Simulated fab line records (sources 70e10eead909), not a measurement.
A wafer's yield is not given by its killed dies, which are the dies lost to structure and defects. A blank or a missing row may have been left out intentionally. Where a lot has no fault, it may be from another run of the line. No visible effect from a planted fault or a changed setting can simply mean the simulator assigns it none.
fab line records	flow nand_harc
record lots=11	wafers=32	last_day=31
route steps=1302 shown A_BONDPAD@1202 THIN_TSV@1244 END@1302
lots that met no fault: taken from a fault-free run of the same line
start_h: the number of hours between the record's first day and the start of the first shown wafer of the lot	wait_h: hours elapsed since this lot's preceding step	" unchanged from the row above	L1.1+2: several wafers, shown together as one row	- no value, or no start was given	* or withheld: withheld	< > ~ a bound
route shown NAME@n: names a module that has steps shown in the file, with the first one's number in the route	usual: average and standard deviation across the fault-free wafers	same: alike in all rows	chamber/n: place in a boat	sites: the reading at each site	_std_site: the standard deviation of these	_edge_site: outer sites' mean less inner sites'	radius_mm: for every site, how far away it sits from the centre of the wafer	mask NAME#n: copy n	behind: the last tool/chamber to shape the wafer	hold: cause of the lot's hold/its duration in hours/its outcome	device: the n, p or np transistor that did not switch	end of line: the route-end tests of the same wafers	a step given without rows: its recipe and nothing more	killed: at the first sort, the dies lost to defects and structure; wafer yield is something else	map: the dies of a wafer, with x for killed, . for not killed, _ for no die there
set.NAME: the setting the step ran with; set.NAME@STEP: the setting that earlier step ran with	model.NAME: the simulator's own value behind a step, which no gauge read
steps of the route over a sample of lots; a table a step, a row a wafer
services: from which hour (start_h, from the record's first day; less than 0 if before it) a tool's chamber was out of use, for how many hours, and why
## steps
# step NHARC_A_BONDPAD_DEP_00
# recipe target_thk_a=2500	temp_c=370	target_thk_nm=250	pressure_torr=3	flow_sccm=200	rf_w=450	material=SiCN
# usual heater_power_w=515/66
lot.wafer	tool	chamber	start_h	wait_h	heater_power_w
L120.3	pecvd-02	2	538.72	-	522
L120.1	"	0	"	"	492
L120.6	"	0	"	"	488
L124.2	pecvd-03	2	566.07	-	463
L124.3	"	2	"	"	488
L124.5	"	2	"	"	507
L125.3	pecvd-03	0	589.74	-	496
L125.1	"	2	"	"	519
L125.6	"	0	"	"	519
L126.1	pecvd-03	0	-	-	505
L126.6	"	2	"	"	551
L126.4	"	0	"	"	520
L127.2	pecvd-02	0	604.66	-	467
L127.4	"	1	"	"	548
L127.6	"	2	"	"	464
L128.3	pecvd-02	2	624.11	-	442
L128.6	"	0	"	"	392
L128.4	"	1	"	"	616
L132.2	pecvd-02	2	636.54	-	498
L132.3	"	0	"	"	426
L132.6	"	1	"	"	638
L129.3	pecvd-03	0	642.81	-	511
L129.1	"	1	"	"	621
L129.5	"	1	"	"	618
L134.1	pecvd-03	2	673.83	-	533
L134.4	"	0	"	"	482
L134.5	"	1	"	"	564
L137.2	pecvd-03	0	-	-	471
L137.3	"	2	"	"	517
L137.6	"	0	"	"	496
L136.2	pecvd-02	2	711.98	-	439
L136.6	"	0	"	"	405
# step NHARC_A_BONDPAD_DESCUM_11
# recipe time_s=3	o2_flow_sccm=200	ar_flow_sccm=0	bias_power_w=0	chemistry=O2
# usual drypump_motor_current_A=5.71/0.24	oes_product_au=0.997/0.0098	rf_vpp_V=57.8/0.9	showerhead_plenum_p_Torr=1.93/0.1	throttle_valve_pct=11.312/0.0093
lot.wafer	tool	chamber	start_h	wait_h	drypump_motor_current_A	oes_product_au	rf_hours_counter_h	rf_vpp_V	showerhead_plenum_p_Torr	throttle_valve_pct
L120.1	rie_diel-08	1	540.15	-	5.86	0.999	6	58.0	2.03	11.310
L120.3	"	0	"	"	5.94	1.014	6	57.6	2.05	11.305
L120.6	"	2	"	"	5.49	0.995	-	57.8	1.78	11.310
L124.3	rie_diel-08	2	567.59	-	5.48	0.988	1	57.0	1.78	11.317
L124.2	"	3	"	"	5.57	0.981	0	58.1	1.94	11.305
L124.5	"	0	"	"	5.93	1.002	-	58.4	2.04	11.325
L125.3	rie_diel-12	2	591.05	-	5.88	0.996	27	58.0	1.98	11.324
L125.1	"	3	"	"	5.84	0.994	26	56.6	1.85	11.307
L125.6	"	1	"	"	5.36	0.992	-	58.2	1.99	11.325
L126.4	rie_diel-12	2	596.27	-	5.88	0.983	27	57.5	1.98	11.321
L126.1	"	3	"	"	5.86	0.981	26	58.2	1.85	11.316
L126.6	"	3	"	"	5.84	0.991	-	57.5	1.85	11.308
L127.4	rie_diel-08	3	606.10	-	5.59	0.992	2	57.1	1.94	11.312
L127.2	"	1	"	"	5.94	0.990	2	58.0	2.03	11.317
L127.6	"	3	"	"	5.56	0.994	-	57.6	1.94	11.301
L128.4	rie_diel-08	0	625.42	-	5.94	0.999	2	59.1	2.04	11.313
L128.3	"	2	"	"	5.49	0.989	2	56.1	1.78	11.320
L128.6	"	1	"	"	5.91	0.989	-	57.9	2.03	11.315
L132.3	rie_diel-08	1	637.94	-	5.90	0.992	3	58.3	2.03	11.318
L132.2	"	2	"	"	5.48	0.987	3	58.0	1.78	11.303
L132.6	"	3	"	"	5.55	0.983	-	58.7	1.94	11.335
L129.3	rie_diel-08	2	644.12	-	5.49	0.980	3	57.7	1.78	11.320
L129.1	"	0	"	"	5.95	1.001	3	57.1	2.04	11.303
L129.5	"	3	"	"	5.57	0.988	-	58.0	1.94	11.324
L134.4	rie_diel-12	3	675.22	-	5.83	1.000	5	56.5	1.85	11.311
L134.1	"	0	"	"	5.38	1.011	7	56.3	1.77	11.308
L134.5	"	2	"	"	5.89	1.010	-	58.7	1.98	11.333
L137.2	rie_diel-08	3	697.25	-	5.56	1.007	4	56.8	1.94	11.308
L137.3	"	1	"	"	5.91	0.998	4	56.4	2.03	11.305
L137.6	"	3	"	"	5.56	0.998	-	56.8	1.94	11.311
L136.2	rie_diel-08	1	713.41	-	5.92	0.998	5	58.2	2.03	11.325
L136.6	"	2	"	"	5.47	1.016	-	56.7	1.78	11.305
# step NHARC_A_BONDPAD_ETCH_24
# recipe target_depth_a=300	over_etch_frac=0.3	time_s=72.99	ion_energy_ev=150	cf4_flow_sccm=50	n2_flow_sccm=100	ar_flow_sccm=150	rf_w=300	bias_w=100	chemistry=CF4/N2
# usual bias_w=100.0/0.32	drypump_motor_current_A=5.69/0.24	oes_product_au=0.999/0.01	rf_vpp_V=314.6/2.3	showerhead_plenum_p_Torr=2.65/0.13	throttle_valve_pct=19.794/0.0087
lot.wafer	tool	chamber	start_h	wait_h	bias_w	drypump_motor_current_A	oes_product_au	rf_hours_counter_h	rf_vpp_V	showerhead_plenum_p_Torr	throttle_valve_pct
L120.1	rie_diel-08	3	-	-	100.4	5.58	1.010	5	316.1	2.66	19.768
L120.3	"	0	"	"	100.3	5.94	1.017	6	317.4	2.80	19.783
L120.6	"	2	"	"	100.0	5.49	0.999	-	311.5	2.45	19.793
L124.3	rie_diel-08	3	-	-	100.9	5.56	0.998	1	313.3	2.66	19.799
L124.2	"	0	"	"	99.7	5.96	1.016	1	315.5	2.80	19.793
L124.5	"	2	"	"	99.7	5.48	0.994	-	311.7	2.45	19.790
L125.1	rie_diel-12	2	-	-	99.9	5.89	0.985	27	315.2	2.71	19.790
L125.3	"	0	"	"	100.2	5.36	0.999	22	312.2	2.45	19.800
L125.6	"	1	"	"	100.1	5.35	1.001	-	315.8	2.73	19.791
L126.1	rie_diel-08	3	-	-	100.1	5.59	0.985	1	314.3	2.66	19.791
L126.4	"	1	"	"	100.4	5.95	0.995	2	315.8	2.78	19.804
L126.6	"	3	"	"	99.6	5.57	1.000	-	313.6	2.66	19.798
L127.4	rie_diel-08	1	-	-	99.9	5.92	0.989	2	315.2	2.78	19.796
L127.2	"	0	"	"	99.8	5.96	1.010	2	317.9	2.80	19.795
L127.6	"	2	"	"	99.4	5.48	0.992	-	309.6	2.45	19.792
L128.3	rie_diel-08	0	-	-	99.9	5.96	0.997	2	316.4	2.80	19.795
L128.4	"	1	"	"	99.4	5.92	0.993	2	316.8	2.78	19.805
L128.6	"	3	"	"	99.5	5.59	0.989	-	313.7	2.66	19.795
L132.3	rie_diel-12	3	-	-	100.4	5.85	0.996	0	312.7	2.55	19.784
L132.2	"	2	"	"	100.0	5.90	1.004	3	316.2	2.71	19.793
L132.6	"	0	"	"	99.6	5.37	0.993	-	311.6	2.45	19.801
L129.3	rie_diel-12	3	-	-	99.6	5.86	0.985	1	313.6	2.54	19.783
L129.1	"	2	"	"	100.0	5.90	1.011	4	314.6	2.71	19.810
L129.5	"	0	"	"	100.1	5.39	0.998	-	311.9	2.45	19.792
L134.4	rie_diel-12	0	-	-	99.6	5.34	1.010	8	311.8	2.44	19.786
L134.1	"	1	"	"	100.0	5.34	1.000	8	316.3	2.72	19.790
L134.5	"	3	"	"	100.2	5.86	0.974	-	312.9	2.54	19.807
L137.3	rie_diel-08	1	-	-	100.2	5.92	0.999	4	317.0	2.78	19.796
L137.2	"	2	"	"	100.3	5.48	1.002	4	310.7	2.45	19.806
L137.6	"	1	"	"	100.2	5.90	0.995	-	316.8	2.78	19.789
L136.2	rie_diel-12	2	-	-	99.7	5.89	1.007	13	315.1	2.71	19.789
L136.6	"	3	"	"	100.2	5.83	0.994	-	313.0	2.54	19.805
# step NHARC_THIN_TSV_GRIND_00
# recipe target_thk_um=6
# usual motor_current_A=12.000/0.022	slurry_flow_ml_min=150.0/0.48
lot.wafer	tool	chamber	start_h	wait_h	motor_current_A	slurry_flow_ml_min
L120.1	grinder-01	0	555.87	0.1	12.058	150.3
L120.3	"	0	"	"	11.978	150.1
L120.6	"	0	"	"	12.029	150.8
L124.2	grinder-01	0	580.75	0.3	12.012	150.3
L124.3	"	0	"	"	11.990	149.7
L124.5	"	0	"	"	12.009	149.7
L125.1	grinder-01	0	603.39	0.1	12.001	149.6
L125.3	"	0	"	"	12.008	148.5
L125.6	"	0	"	"	11.953	148.9
L126.1	grinder-01	0	611.69	0.1	12.014	150.1
L126.4	"	0	"	"	11.987	149.5
L126.6	"	0	"	"	12.012	150.1
L127.2	grinder-01	0	619.94	0.3	12.025	149.9
L127.4	"	0	"	"	12.029	150.7
L127.6	"	0	"	"	11.991	151.5
L128.3	grinder-01	0	642.09	0.5	11.996	150.2
L128.4	"	0	"	"	11.978	150.5
L128.6	"	0	"	"	12.007	149.8
L132.2	grinder-01	0	650.39	0.3	11.989	149.5
L132.3	"	0	"	"	11.967	150.2
L132.6	"	0	"	"	12.015	149.1
L129.1	grinder-01	0	656.41	0.2	11.974	149.2
L129.3	"	0	"	"	11.996	149.6
L129.5	"	0	"	"	11.961	150.3
L134.1	grinder-01	0	692.53	0.1	12.013	149.7
L134.4	"	0	"	"	12.005	150.2
L134.5	"	0	"	"	11.993	149.9
L137.2	grinder-01	0	711.44	0.3	12.005	150.8
L137.3	"	0	"	"	12.039	150.2
L137.6	"	0	"	"	12.010	149.8
L136.2	grinder-01	0	725.82	0.3	12.052	149.7
L136.6	"	0	"	"	11.991	149.7
# step NHARC_THIN_TSV_THK_MEAS_02
# recipe thk_meas_gauge=ir
# usual thk_nm=3039/220
lot.wafer	tool	chamber	start_h	wait_h	thk_nm
L120.1	film_metro-01	-	557.38	-	2787
L120.3	"	-	"	"	3468
L120.6	"	-	"	"	3192
L124.2	film_metro-02	-	582.03	-	2916
L124.3	"	-	"	"	2916
L124.5	"	-	"	"	2865
L125.1	film_metro-01	-	604.87	-	3135
L125.3	"	-	"	"	3331
L125.6	"	-	"	"	3281
L126.1	film_metro-02	-	613.18	-	3047
L126.4	"	-	"	"	2728
L126.6	"	-	"	"	2954
L127.2	film_metro-01	-	621.24	-	3067
L127.4	"	-	"	"	3000
L127.6	"	-	"	"	2869
L128.3	film_metro-02	-	643.18	-	2985
L128.4	"	-	"	"	3045
L128.6	"	-	"	"	2906
L132.2	film_metro-02	-	651.66	0.2	2998
L132.3	"	-	"	"	3179
L132.6	"	-	"	"	2974
L129.1	film_metro-01	-	657.90	0.2	2900
L129.3	"	-	"	"	3573
L129.5	"	-	"	"	2901
L134.1	film_metro-01	-	694.00	0.2	2973
L134.4	"	-	"	"	3013
L134.5	"	-	"	"	3208
L137.2	film_metro-01	-	712.70	-	3038
L137.3	"	-	"	"	3008
L137.6	"	-	"	"	3119
L136.2	film_metro-01	-	727.12	0.2	1
L136.6	"	-	"	"	3188
# step NHARC_END_SORT_01
# recipe temp_c=25
# usual defect_limited_yield=90.6/2.6	killed_at_array=58/18	killed_at_other=1.0/1.5	killed_at_periphery=4/3.1	killed_dies=64/18	killed_open=3.4/1.9	killed_short=2.7/1.7
# same gross_dies=677
lot.wafer	tool	chamber	start_h	wait_h	defect_limited_yield[%]	killed_at_array	killed_at_other	killed_at_periphery	killed_dies	killed_open	killed_short
L136.2	prober-01	0	744.18	2.8	0	75	597	5	677	4	5
L136.6	prober-01	0	747.44	4.1	87.3	80	1	5	86	3	0
# killed by level:class
L136.2 THIN_TSV:area_cmp=596 A_CHANNEL_HOLE_D1:chamber_film_flake=29 A_CHANNEL_HOLE_D2:chamber_film_flake=22 A_CONTACT:chamber_film_flake=6 A_STAIRCASE:chamber_film_flake=4 A_SLIT:chamber_film_flake=3 P_STI:chamber_film_flake=2 A_CHANNEL_FILL_D1:chamber_film_flake=2
L136.6 A_CHANNEL_HOLE_D1:chamber_film_flake=28 A_CHANNEL_HOLE_D2:chamber_film_flake=27 A_CONTACT:chamber_film_flake=9 A_STAIRCASE:chamber_film_flake=7 A_SLIT:chamber_film_flake=5 P_STI:chamber_film_flake=4 P_M0:geometric_particle:open=1 A_CHANNEL_FILL_D1:geometric_particle:open=1
## services
tool	chamber	start_h	hours	kind
rie_diel-08	0	523.85	-	clean
rie_diel-08	1	523.85	-	clean
rie_diel-08	2	523.85	-	clean
rie_diel-08	3	523.85	-	clean
grinder-01	-	528.29	0.2	repair
rie_diel-08	-	538.02	0.3	repair
pecvd-03	1	542.80	23.6	repair
rie_diel-08	-	544.85	9.0	pm
rie_diel-08	0	544.85	9.0	vent_cycle
pecvd-03	-	547.75	13.0	pm
grinder-01	-	557.76	0.8	repair
rie_diel-12	2	574.55	3.9	repair
rie_diel-08	3	581.01	3.1	repair
pecvd-02	-	589.32	13.0	pm
grinder-01	-	604.91	3.5	repair
rie_diel-12	-	622.48	9.0	pm
rie_diel-12	-	669.03	5.1	repair
pecvd-02	-	669.94	1.5	repair
pecvd-03	2	674.89	8.4	repair
pecvd-02	0	686.03	11.0	repair
pecvd-02	-	706.56	0.3	repair
rie_diel-12	2	710.59	2.6	repair
grinder-01	-	719.52	2.7	repair
rie_diel-08	-	721.85	9.0	pm
## key
first_sign step=NHARC_THIN_TSV_THK_MEAS_02	reading=thk_nm	direction=down	sigmas=14	usual=3039	struck=1
effect step=NHARC_END_SORT_01	reading=killed_at_other	direction=up	sigmas=99+	usual=1.0	struck=597
more_kills_born_at NHARC_THIN_TSV_CMP_01@cmp-03=596
met_at NHARC_THIN_TSV_GRIND_00
struck_lots L136
struck_wafers L136.2
later_rows_left_out L136.2
not_acting_at NHARC_A_BONDPAD_DEP_00,NHARC_A_BONDPAD_DESCUM_11,NHARC_A_BONDPAD_ETCH_24
onset_between 711.44 725.82
fault kind=process_parameter_drift	tool=grinder-01	chamber=-	onset_h=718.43	steps=NHARC_THIN_TSV_GRIND_00	channel=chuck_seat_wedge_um	offset=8	shape=step	end_h=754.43	scope=struck_wafers_only
# later_rows_left_out: the simulator's readings of these wafers behind a module that went badly wrong aren't trusted and aren't shown, but for the sort
